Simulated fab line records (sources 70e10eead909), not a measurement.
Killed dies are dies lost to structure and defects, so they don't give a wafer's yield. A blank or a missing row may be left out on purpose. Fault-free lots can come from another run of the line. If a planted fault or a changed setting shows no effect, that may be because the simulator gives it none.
Chamber matching    flow nand harc    NHARC_A_SGD_CUT_DESCUM_14 on rie diel-06: 4 sister chambers
The step chemistry O2, time 3 s. 14 wafers are shown with their chamber, then 6 later ones without.

WAFERS WITH THEIR CHAMBER
wafer   chamber  drypump motor current A (A)  rf vpp V (V)  oes product au (a.u.)
L245.1  0        5.3                          58.5          1.001
L245.3  1        5.6                          57.4          1.003
L245.6  0        5.3                          56.6          1.011
L246.2  3        5.8                          57.0          0.992
L246.3  1        5.7                          57.9          0.990
L246.4  0        5.3                          58.7          0.991
L256.2  1        5.6                          58.3          1.011
L256.5  3        5.8                          59.2          1.002
L256.6  2        5.0                          59.2          0.998
L257.2  0        5.3                          57.9          0.991
L257.4  3        5.8                          56.4          1.006
L259.3  2        5.0                          58.7          0.993
L259.4  3        5.8                          57.8          1.001
L259.6  1        5.6                          57.3          0.995

SIGNATURES (averages over the wafers above)
reading                  chamber 0  chamber 1  chamber 2  chamber 3  scatter within a chamber
drypump motor current A  5.300      5.625      5.000      5.800      0.0274
rf vpp V                 57.925     57.725     58.950     57.600     0.887
oes product au           0.99850    0.99975    0.99550    1.00025    0.00804
Rule: for a wafer and a chamber, the distance is found by dividing, reading by reading, the gap between the wafer's reading and the chamber's mean by the reading's scatter, squaring, summing and taking the root. The wafer belongs to the nearest chamber; if the next one is less than 2 further off, it can't be placed. The scatter is the square root of a quotient: the sum, over the shown wafers, of each reading's squared deviation from its chamber's mean, divided by wafers minus chambers.

WAFERS WITH NO CHAMBER GIVEN
wafer   drypump motor current A (A)  rf vpp V (V)  oes product au (a.u.)
L265.2  5.3                          58.0          0.999
L265.5  5.6                          58.3          0.992
L265.6  5.0                          57.7          0.987
L267.1  5.7                          57.4          0.999
L267.5  5.6                          58.2          1.010
L267.6  5.3                          58.4          1.007

WHICH CHAMBER EACH ONE RAN IN
wafer   from the rows above      in truth
L265.2  0                        0
L265.5  1                        1
L265.6  2                        2
L267.1  can't be placed: 1 or 3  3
L267.5  1                        1
L267.6  0                        0
Placed correctly: 5 of 6. Cannot be placed on the basis of these rows: 1; the candidates contain the true chamber in 1. Number placed wrongly: 0.
